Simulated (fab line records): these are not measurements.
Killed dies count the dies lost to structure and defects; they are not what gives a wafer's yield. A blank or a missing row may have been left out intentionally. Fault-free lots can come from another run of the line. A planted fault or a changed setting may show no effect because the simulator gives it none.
Which tool is to blame?	flow n5 finfet	72 wafers from 24 lots sampled at 6 of the route's 1938 steps

## WHAT THE GAUGES READ, wafer by wafer
The record lacks any reading of a measuring or inspecting step that a usual standard deviation could be used to judge.

## TOOL THAT RAN EACH LOT (tool first, then ch and the chambers of the sampled wafers, then the start)
lot	N5_BEOL_M1_ETCH_70	N5_BEOL_M1_ETCH_41	N5_BEOL_M1_SPUTTER_79	N5_BEOL_M1_SPUTTER_90	N5_BEOL_M1_SPUTTER_92	N5_BEOL_M2_ILD_DEP_00
L074	rie diel-01 ch 1,3, day 6 11:44	rie diel-01 ch 1,3, day 6 14:14 or earlier	pvd sputter-03, day 6 14:14	pvd sputter-03, day 6 15:07	pvd sputter-03, day 6 15:20	pecvd-04 ch 0,1,2, day 6 16:58
L075	rie diel-03 ch 0,2,3, day 6 21:15	rie diel-03 ch 0,2,3, day 6 23:11 or earlier	pvd sputter-01, day 6 23:11	pvd sputter-01, day 7 00:04	pvd sputter-01, day 7 00:17	pecvd-03 ch 1,2, day 7 01:51
L076	rie diel-02 ch 1,2,3, day 6 23:58	rie diel-02 ch 1,2,3, day 7 01:40 or earlier	pvd sputter-02, day 7 01:40	pvd sputter-02, day 7 02:33	pvd sputter-02, day 7 02:46	pecvd-03 ch 0,1, day 7 04:20
L077	rie diel-01 ch 0,1,2, day 7 03:16	rie diel-01 ch 0,1,2, day 7 05:06 or earlier	pvd sputter-03, day 7 05:06	pvd sputter-03, day 7 15:46	pvd sputter-03, day 7 15:59	pecvd-04 ch 1,2, day 7 17:32
L078	rie diel-02 ch 1,3, day 7 15:26	rie diel-02 ch 1,3, day 7 17:26 or earlier	pvd sputter-03, day 7 17:26	pvd sputter-03, day 7 18:19	pvd sputter-03, day 7 18:32	pecvd-02 ch 0,1, day 7 20:37
L079	rie diel-03 ch 2,3, day 7 19:04	rie diel-03 ch 2,3, day 7 20:44 or earlier	pvd sputter-02, day 7 20:44	pvd sputter-02, day 7 21:37	pvd sputter-02, day 7 21:50	pecvd-04 ch 0,1, day 8 00:17
L080	rie diel-03 ch 0,1,3, day 8 00:34	rie diel-03 ch 0,1,3, day 8 03:02 or earlier	pvd sputter-03, day 8 03:02	pvd sputter-03, day 8 03:55	pvd sputter-03, day 8 04:08	pecvd-04 ch 0,1, day 8 07:11
L081	rie diel-02 ch 0,2, day 8 01:59	rie diel-02 ch 0,2, day 8 03:45 or earlier	pvd sputter-02, day 8 03:45	pvd sputter-02, day 8 04:38	pvd sputter-02, day 8 04:51	pecvd-04 ch 0,2, day 8 07:44
L082	rie diel-03 ch 0,1,2, day 8 04:40	rie diel-03 ch 0,1,2, day 8 06:25 or earlier	pvd sputter-02, day 8 06:25	pvd sputter-02, day 8 07:17	pvd sputter-02, day 8 07:31	pecvd-04 ch 0,1, day 8 11:32
L083	rie diel-03 ch 2,3, day 8 15:50	rie diel-03 ch 2,3, day 8 18:06 or earlier	pvd sputter-02, day 8 18:06	pvd sputter-02, day 8 18:59	pvd sputter-02, day 8 19:12	pecvd-03 ch 0,1,2, day 8 20:45
L084	rie diel-01 ch 0,1,3, day 8 21:13	rie diel-01 ch 0,1,3, day 9 00:38 or earlier	pvd sputter-03, day 9 00:38	pvd sputter-03, day 9 01:31	pvd sputter-03, day 9 01:44	pecvd-03 ch 0,1,2, day 9 03:17
L085	rie diel-01 ch 0,1,3, day 8 23:56	rie diel-01 ch 0,1,3, day 9 02:06 or earlier	pvd sputter-01, day 9 02:06	pvd sputter-01, day 9 02:59	pvd sputter-01, day 9 03:12	pecvd-03 ch 0,1,2, day 9 04:48
L086	rie diel-03 ch 0,1,3, day 9 19:20	rie diel-03 ch 0,1,3, day 9 20:49 or earlier	pvd sputter-01, day 9 20:49	pvd sputter-01, day 9 21:41	pvd sputter-01, day 9 21:55	pecvd-02 ch 0,1,2, day 9 23:34
L087	rie diel-03 ch 2,3, day 9 22:35	rie diel-03 ch 2,3, day 10 00:02 or earlier	pvd sputter-03, day 10 00:02	pvd sputter-03, day 10 00:55	pvd sputter-03, day 10 01:08	pecvd-02 ch 0,1,2, day 10 02:49
L088	rie diel-03 ch 2,3, day 10 01:31	rie diel-03 ch 2,3, day 10 03:31 or earlier	pvd sputter-01, day 10 03:31	pvd sputter-01, day 10 04:24	pvd sputter-01, day 10 04:37	pecvd-04 ch 1,2, day 10 06:13
L090	rie diel-03 ch 0,1,3, day 10 11:07	rie diel-03 ch 0,1,3, day 10 12:39 or earlier	pvd sputter-03, day 10 12:39	pvd sputter-03, day 10 13:32	pvd sputter-03, day 10 13:45	pecvd-02 ch 0,1,2, day 10 15:23
L089	rie diel-02 ch 0,1,2, day 10 11:10	rie diel-02 ch 0,1,2, day 10 12:49 or earlier	pvd sputter-02, day 10 12:49	pvd sputter-02, day 10 13:42	pvd sputter-02, day 10 13:55	pecvd-03 ch 0,1,2, day 10 15:35
L091	rie diel-03 ch 0,1,2, day 10 16:00	rie diel-03 ch 0,1,2, day 10 18:56 or earlier	pvd sputter-02, day 10 18:56	pvd sputter-02, day 10 19:49	pvd sputter-02, day 10 20:02	pecvd-03 ch 0,1,2, day 10 21:35
L092	rie diel-03 ch 2,3, day 10 18:13	rie diel-03 ch 2,3, day 10 20:47 or earlier	pvd sputter-03, day 10 20:47	pvd sputter-03, day 10 21:40	pvd sputter-03, day 10 21:53	pecvd-02 ch 0,1,2, day 10 23:41
L093	rie diel-01 ch 0,1, day 10 21:37	rie diel-01 ch 0,1, day 10 23:38 or earlier	pvd sputter-03, day 10 23:38	pvd sputter-03, day 11 00:31	pvd sputter-03, day 11 00:44	pecvd-04 ch 0,1,2, day 11 02:19
L094	rie diel-03 ch 1,2,3, day 11 05:38	rie diel-03 ch 1,2,3, day 11 07:07 or earlier	pvd sputter-01, day 11 07:07	pvd sputter-01, day 11 08:00	pvd sputter-01, day 11 08:13	pecvd-02 ch 1,2, day 11 09:46
L095	rie diel-01 ch 1,2,3, day 11 11:35	rie diel-01 ch 1,2,3, day 11 13:25 or earlier	pvd sputter-03, day 11 13:25	pvd sputter-03, day 11 14:17	pvd sputter-03, day 11 14:31	pecvd-03 ch 1,2, day 11 16:04
L096	rie diel-02 ch 0,1,3, day 11 17:48	rie diel-02 ch 0,1,2, day 11 20:42 or earlier	pvd sputter-01, day 11 20:42	pvd sputter-01, day 11 21:35	pvd sputter-01, day 11 21:48	pecvd-04 ch 0,2, day 11 23:22
L097	rie diel-03 ch 0,1,2, day 12 05:51	rie diel-03 ch 0,1,2, day 12 09:19 or earlier	pvd sputter-01, day 12 09:19	pvd sputter-01, day 12 10:12	pvd sputter-01, day 12 10:25	pecvd-04 ch 0,1,2, day 12 11:58
- N5_BEOL_M1_ETCH_70: etches SOC in N2/H2, target depth 80 nm, overetch 16 nm, time 120 s.
- N5_BEOL_M1_ETCH_41: etches SiCN in CH3F/O2, target depth 31.9 nm, time 57.8 s.
- N5_BEOL_M1_SPUTTER_79: material Cu, target thk 4.5 nm, time 8.29 s.
- N5_BEOL_M1_SPUTTER_90: material Cu, target thk 4.5 nm, time 8.29 s.
- N5_BEOL_M1_SPUTTER_92: material Cu, target thk 4.5 nm, time 8.29 s.
- N5_BEOL_M2_ILD_DEP_00: deposits SiOC from DEMS/O2, target thk 79 nm, time 15.3 s.

## AS READ BY THE TOOLS THEMSELVES (means over the sampled wafers that have a number; for cases with no such wafer, the mark the record gives instead)
N5_BEOL_M1_ETCH_70. Usual: drypump motor current A 6.0 A, standard deviation 0.34; oes product au 0.60 a.u., standard deviation 0.049; rf vpp V 523.4 V, standard deviation 2.9; showerhead plenum p Torr 2.52 Torr, standard deviation 0.1; throttle valve pct 17.88 %, standard deviation 0.25.
lot	tool	drypump motor current A (A)	oes product au (a.u.)	rf vpp V (V)	showerhead plenum p Torr (Torr)	throttle valve pct (%)	flag
L074	rie diel-01	6.1	0.62	523.2	2.52	17.80	
L075	rie diel-03	5.8	0.62	525.3	2.60	17.83	
L076	rie diel-02	6.0	0.60	521.0	2.45	17.86	
L077	rie diel-01	5.9	0.61	524.7	2.55	18.04	
L078	rie diel-02	5.5	0.63	521.6	2.47	17.85	
L079	rie diel-03	5.7	0.61	526.4	2.64	17.61	
L080	rie diel-03	5.9	0.63	524.3	2.54	17.70	
L081	rie diel-02	6.7	0.54	522.4	2.48	17.93	
L082	rie diel-03	6.0	0.59	522.6	2.48	18.00	
L083	rie diel-03	5.7	0.61	525.9	2.64	17.61	
L084	rie diel-01	6.1	0.61	524.1	2.52	17.86	
L085	rie diel-01	6.1	0.61	523.5	2.52	17.86	
L086	rie diel-03	5.9	0.61	523.9	2.54	17.73	
L087	rie diel-03	5.8	0.57	524.9	2.58	17.91	
L088	rie diel-03	5.7	0.60	525.6	2.63	17.62	
L090	rie diel-03	5.9	0.61	523.8	2.53	17.75	
L089	rie diel-02	6.3	0.55	522.3	2.49	17.92	
L091	rie diel-03	6.0	0.58	522.2	2.48	18.04	
L092	rie diel-03	5.7	0.59	525.8	2.63	17.63	
L093	rie diel-01	6.2	0.63	522.2	2.50	17.90	
L094	rie diel-03	5.9	0.58	523.0	2.52	17.79	
L095	rie diel-01	5.9	0.64	523.1	2.53	17.91	
L096	rie diel-02	5.9	0.57	523.7	2.51	17.91	
L097	rie diel-03	6.0	0.57	522.4	2.47	18.05	

N5_BEOL_M1_ETCH_41. Usual: O2_flow_sccm 20.00 sccm, standard deviation 0.06; drypump motor current A 5.9 A, standard deviation 0.34; oes product au 0.78 a.u., standard deviation 0.066; rf vpp V 296.9 V, standard deviation 1.8; showerhead plenum p Torr 1.98 Torr, standard deviation 0.081; throttle valve pct 16.37 %, standard deviation 0.24.
lot	tool	O2_flow_sccm (sccm)	drypump motor current A (A)	oes product au (a.u.)	rf vpp V (V)	showerhead plenum p Torr (Torr)	throttle valve pct (%)	flag
L074	rie diel-01	20.00	6.1	0.80	296.6	1.99	16.35	
L075	rie diel-03	20.02	5.8	0.80	298.0	2.04	16.29	
L076	rie diel-02	20.01	6.0	0.80	295.5	1.93	16.37	
L077	rie diel-01	19.97	5.9	0.80	297.3	2.01	16.52	
L078	rie diel-02	19.97	5.5	0.83	296.3	1.94	16.35	
L079	rie diel-03	19.97	5.7	0.80	298.8	2.08	16.10	
L080	rie diel-03	19.96	5.9	0.82	297.2	1.99	16.17	
L081	rie diel-02	20.05	6.6	0.70	295.8	1.95	16.48	
L082	rie diel-03	20.05	5.9	0.77	295.9	1.95	16.44	
L083	rie diel-03	19.96	5.6	0.79	299.1	2.08	16.11	
L084	rie diel-01	20.01	6.1	0.80	297.2	1.98	16.40	
L085	rie diel-01	19.97	6.1	0.80	296.8	1.98	16.39	
L086	rie diel-03	20.07	5.9	0.80	297.1	1.99	16.18	
L087	rie diel-03	20.01	5.8	0.73	298.1	2.03	16.42	
L088	rie diel-03	20.02	5.7	0.78	298.1	2.07	16.14	
L090	rie diel-03	19.96	5.8	0.80	297.0	1.99	16.20	
L089	rie diel-02	20.02	6.3	0.72	295.9	1.96	16.44	
L091	rie diel-03	20.01	6.0	0.75	296.1	1.95	16.49	
L092	rie diel-03	20.05	5.6	0.77	298.8	2.07	16.14	
L093	rie diel-01	20.01	6.2	0.82	297.0	1.96	16.43	
L094	rie diel-03	19.97	5.9	0.75	296.7	1.97	16.30	
L095	rie diel-01	19.97	5.9	0.84	296.9	1.99	16.41	
L096	rie diel-02	20.05	6.4	0.71	296.1	1.96	16.45	
L097	rie diel-03	19.99	6.0	0.74	296.3	1.94	16.50	

N5_BEOL_M1_SPUTTER_79. Usual: throttle valve pct reads 30.0 % (standard deviation 1.2).
lot	tool	throttle valve pct (%)	flag
L074	pvd sputter-03	30.2	
L075	pvd sputter-01	29.6	
L076	pvd sputter-02	31.3	
L077	pvd sputter-03	29.8	
L078	pvd sputter-03	30.5	
L079	pvd sputter-02	29.7	
L080	pvd sputter-03	29.9	
L081	pvd sputter-02	28.3	
L082	pvd sputter-02	30.9	
L083	pvd sputter-02	31.2	
L084	pvd sputter-03	30.1	
L085	pvd sputter-01	29.1	
L086	pvd sputter-01	29.6	
L087	pvd sputter-03	29.5	
L088	pvd sputter-01	29.3	
L090	pvd sputter-03	30.3	
L089	pvd sputter-02	29.8	
L091	pvd sputter-02	29.8	
L092	pvd sputter-03	30.5	
L093	pvd sputter-03	30.1	
L094	pvd sputter-01	29.8	
L095	pvd sputter-03	30.0	
L096	pvd sputter-01	29.5	
L097	pvd sputter-01	29.5	

N5_BEOL_M1_SPUTTER_90. Usual: throttle valve pct reads 30.1 % (standard deviation 1.2).
lot	tool	throttle valve pct (%)	flag
L074	pvd sputter-03	30.3	
L075	pvd sputter-01	29.4	
L076	pvd sputter-02	31.4	
L077	pvd sputter-03	29.9	
L078	pvd sputter-03	30.5	
L079	pvd sputter-02	29.7	
L080	pvd sputter-03	30.0	
L081	pvd sputter-02	28.4	
L082	pvd sputter-02	30.8	
L083	pvd sputter-02	31.0	
L084	pvd sputter-03	30.0	
L085	pvd sputter-01	29.0	
L086	pvd sputter-01	29.5	
L087	pvd sputter-03	29.6	
L088	pvd sputter-01	29.4	
L090	pvd sputter-03	30.1	
L089	pvd sputter-02	29.9	
L091	pvd sputter-02	30.1	
L092	pvd sputter-03	30.6	
L093	pvd sputter-03	30.3	
L094	pvd sputter-01	29.9	
L095	pvd sputter-03	30.1	
L096	pvd sputter-01	29.6	
L097	pvd sputter-01	29.6	

N5_BEOL_M1_SPUTTER_92. Usual: throttle valve pct reads 30.1 % (standard deviation 1.2).
lot	tool	throttle valve pct (%)	flag
L074	pvd sputter-03	30.1	
L075	pvd sputter-01	29.5	
L076	pvd sputter-02	31.4	
L077	pvd sputter-03	30.1	
L078	pvd sputter-03	30.7	
L079	pvd sputter-02	29.7	
L080	pvd sputter-03	29.6	
L081	pvd sputter-02	28.3	
L082	pvd sputter-02	30.9	
L083	pvd sputter-02	31.3	
L084	pvd sputter-03	30.1	
L085	pvd sputter-01	29.2	
L086	pvd sputter-01	29.6	
L087	pvd sputter-03	29.6	
L088	pvd sputter-01	29.4	
L090	pvd sputter-03	30.2	
L089	pvd sputter-02	29.9	
L091	pvd sputter-02	30.0	
L092	pvd sputter-03	30.6	
L093	pvd sputter-03	30.2	
L094	pvd sputter-01	30.0	
L095	pvd sputter-03	30.0	
L096	pvd sputter-01	29.5	
L097	pvd sputter-01	29.4	

N5_BEOL_M2_ILD_DEP_00. Usual: heater power outer w 261 W, standard deviation 36; heater power w 487 W, standard deviation 57; showerhead plenum p Torr 5.693 Torr, standard deviation 0.014; throttle valve pct 12.1 %, standard deviation 0.78.
lot	tool	heater power outer w (W)	heater power w (W)	showerhead plenum p Torr (Torr)	throttle valve pct (%)	flag
L074	pecvd-04	248	459	5.714	12.2	
L075	pecvd-03	254	491	5.681	12.6	
L076	pecvd-03	244	489	5.680	11.9	
L077	pecvd-04	237	447	5.706	12.0	
L078	pecvd-02	275	503	5.693	12.1	
L079	pecvd-04	221	408	5.700	12.9	
L080	pecvd-04	264	475	5.705	12.8	
L081	pecvd-04	273	500	5.706	11.8	
L082	pecvd-04	214	399	5.701	13.0	
L083	pecvd-03	260	517	5.670	12.0	
L084	pecvd-03	277	537	5.687	12.2	
L085	pecvd-03	261	515	5.676	12.2	
L086	pecvd-02	269	493	5.689	12.0	
L087	pecvd-02	280	511	5.683	11.8	
L088	pecvd-04	257	470	5.708	12.7	
L090	pecvd-02	274	493	5.686	11.8	
L089	pecvd-03	274	521	5.680	11.6	
L091	pecvd-03	231	465	5.688	11.7	
L092	pecvd-02	291	527	5.693	11.8	
L093	pecvd-04	260	478	5.695	12.3	
L094	pecvd-02	281	499	5.686	12.0	
L095	pecvd-03	258	496	5.681	12.0	
L096	pecvd-04	262	490	5.700	11.5	
L097	pecvd-04	268	480	5.711	12.4	

## THE ANSWER, worked out from the rows above alone
Rule: lot off if the mean of its wafers having a number is beyond 3 standard deviations from the usual mean. Also off: a lot with no number at a reading for which 4 or more lots have one. Where the step has rows for the other lots, those lots are counted as sound. The gauges are gone through in route order, then the tools' own readings, and for those a lot's mean is taken as printed above. The first step at which some lot is off is used, and at that step the reading that is off furthest; a lot without a number counts as furthest.
No lot is off at any reading shown: from this, nothing can be told.

## WHAT THE SIMULATOR HAD PUT IN
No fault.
